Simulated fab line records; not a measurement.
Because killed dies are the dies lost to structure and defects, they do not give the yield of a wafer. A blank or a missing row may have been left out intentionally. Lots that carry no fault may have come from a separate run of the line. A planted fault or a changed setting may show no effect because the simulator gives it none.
Matching of chambers ; flow nand_harc ; NHARC_A_CONTACT_ETCH_88 on rie_diel-12: 3 sister chambers
The step etches the open film in CF4, target depth 39 nm, time 65 s. 3 wafers are shown with their chamber, then 6 later ones without.

WAFERS PAIRED WITH THEIR CHAMBERS
wafer;chamber;drypump_motor_current_A (A)
L078.1;3;6.0
L092.3;0;5.1
L092.4;1;6.0

WAFERS WITHOUT THEIR CHAMBER
wafer;drypump_motor_current_A (A)
L092.6;6.1
L094.5;6.0
L094.6;6.0
L095.1;6.0
L095.5;5.1
L095.6;5.9

THE CHAMBER EACH PASSED THROUGH
wafer;from the rows above;in truth
L092.6;can't be placed: 1 or 3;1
L094.5;can't be placed: 1 or 3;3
L094.6;can't be placed: 1 or 3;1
L095.1;can't be placed: 1 or 3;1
L095.5;0;0
L095.6;can't be placed: 1 or 3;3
Correct placement for 1 of the 6. Cannot be placed on the basis of these rows: 5; the candidates contain the true chamber in 5. Number placed wrongly: 0.
How it was worked out, from the rows above alone: a wafer's distance from a chamber is the root of the sum, over the readings, of the square of ((its reading less the chamber's mean) divided by the reading's scatter). The wafer belongs to the nearest chamber; if the next one is less than 2 further off, it can't be placed. A chamber's mean is the mean of its shown wafers. The scatter: with one shown wafer a chamber, the root of the mean of the squares of how far each hidden wafer lies from its nearest shown one.
